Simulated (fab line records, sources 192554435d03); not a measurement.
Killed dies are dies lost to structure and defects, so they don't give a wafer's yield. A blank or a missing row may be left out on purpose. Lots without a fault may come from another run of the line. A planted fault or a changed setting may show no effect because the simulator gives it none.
Chamber matching | flow n5_finfet | N5_BEOL_M0_SAQP_PECVD_97 on pecvd-03: 3 sister chambers
The step deposits SiNx from SiH4/NH3/N2, target thk 23 nm, time 19.9 s. 3 wafers are shown with their chamber, then 8 later ones without.

WAFERS WITH THEIR CHAMBER
wafer  | chamber | throttle_valve_pct (%)
L084.5 | 2       | 39.9
L086.1 | 1       | 44.0
L087.1 | 0       | 42.6

WAFERS WITHOUT THEIR CHAMBER
wafer  | throttle_valve_pct (%)
L087.2 | 44.3
L087.6 | 44.3
L094.1 | 39.9
L094.3 | 44.3
L094.4 | 44.4
L095.2 | 43.1
L095.3 | 44.1
L095.4 | 42.8

WHICH CHAMBER EACH WENT THROUGH
wafer  | from the rows above     | in truth
L087.2 | 1                       | 1
L087.6 | 1                       | 1
L094.1 | 2                       | 2
L094.3 | 1                       | 1
L094.4 | 1                       | 1
L095.2 | can't be placed: 0 or 1 | 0
L095.3 | 1                       | 1
L095.4 | 0                       | 0
Placed correctly: 7 of 8. Can't be placed from these rows: 1 (the true chamber is among the candidates in 1). Placed wrongly: 0.
How it was worked out, from the rows above alone: a wafer's distance from a chamber is the root of the sum, over the readings, of the square of ((its reading less the chamber's mean) divided by the reading's scatter). The wafer belongs to the nearest chamber; if the next one is less than 2 further off, it can't be placed. A chamber's mean is the mean of its shown wafers. The scatter: with one shown wafer a chamber, the root of the mean of the squares of how far each hidden wafer lies from its nearest shown one.
